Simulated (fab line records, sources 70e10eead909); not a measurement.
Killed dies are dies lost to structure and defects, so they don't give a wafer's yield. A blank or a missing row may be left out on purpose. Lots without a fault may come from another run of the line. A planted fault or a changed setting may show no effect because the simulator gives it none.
Problem report in the 8D (eight disciplines) form, filled by code | flow nand_harc | the parts of the form that need people (team, actions taken, sign-off) are left out

1. THE PROBLEM
thk_nm at NHARC_A_ONON_D1_THK_MEAS_11 reads a mean of 1877 nm on 6 wafers of 2 lots; wafers without a fault read 996 nm with a standard deviation of 9.6. That is +92 standard deviations from the usual mean.
The step: measures by ellipsometry.
First seen on wafer L568.3, day 15 14:02, on film_metro-01. The record holds 39 wafers of 13 lots with a number at this step. Rule for "out", or "out of limits": more than 4 standard deviations from the usual mean. The other wafers with a number count as sound.

2. WHAT IT IS AND WHAT IT IS NOT
question                    | is                           | is not
which readings at this step | thk_nm                       | -
which lots                  | L568, L569                   | L549, L551, L553, L555, L556, L557, L558, L559, L560, L561, L562
which wafers of those lots  | all that have a number       | -
read on which gauges        | film_metro-01, film_metro-02 | -
when                        | from day 15 14:02            | up to then (33 sound wafers)

3. SUSPECTS, AND WHAT RULES EACH OUT
Counting: a tool at a process step up to the reading stays a suspect if it ran every lot that is out and no sound lot after the first of them.
- the gauge at NHARC_A_ONON_D1_THK_MEAS_11: ruled out. The wafers that are out were read on 2 gauges (film_metro-01, film_metro-02).
- pecvd_onon-02 at NHARC_A_ONON_D1_DEP_09 (target thk 1000 nm): kept. It ran every lot that is out, first L568 (day 15 13:38), and no sound lot after that; its last sound lot up to then is L561 (day 12 12:55).
Left after counting: pecvd_onon-02 at NHARC_A_ONON_D1_DEP_09.

4. THE CAUSE (what the simulator had put in)
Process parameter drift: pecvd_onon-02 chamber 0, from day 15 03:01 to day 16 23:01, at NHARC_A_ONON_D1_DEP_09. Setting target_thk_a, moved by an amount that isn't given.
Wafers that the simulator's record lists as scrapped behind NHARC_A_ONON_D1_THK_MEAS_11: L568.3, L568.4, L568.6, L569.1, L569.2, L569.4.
Counting left only this tool.

5. THE CHAIN OF EFFECTS, in route order
Each row: a reading whose mean over the struck wafers that have a number lies more than 3 standard deviations from the usual. Only readings for which the record gives a usual standard deviation are gone through. hours: the time from each lot's start at the first step in this table that gives one to its start at this step, as a median over the lots. sigmas: the change in usual standard deviations.
hours | step                        | reading | usual  | on struck wafers | change | sigmas
0     | NHARC_A_ONON_D1_THK_MEAS_11 | thk_nm  | 996 nm | 1877             | +881   | +92

6. WHAT WOULD HAVE CAUGHT IT SOONER
In this record the first reading out of limits at a measuring or inspecting step was taken at day 15 14:02, 11 hours after the fault began at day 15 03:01.
Of the tool readings at NHARC_A_ONON_D1_DEP_09 for which the record gives a usual standard deviation, none was out on any struck wafer, so an alarm limit of 4 standard deviations on them would not have fired.
Of the lots that are out (2), L569 began NHARC_A_ONON_D1_DEP_09 on pecvd_onon-02 after day 15 14:02. A hold on the tool at that time would have spared it.
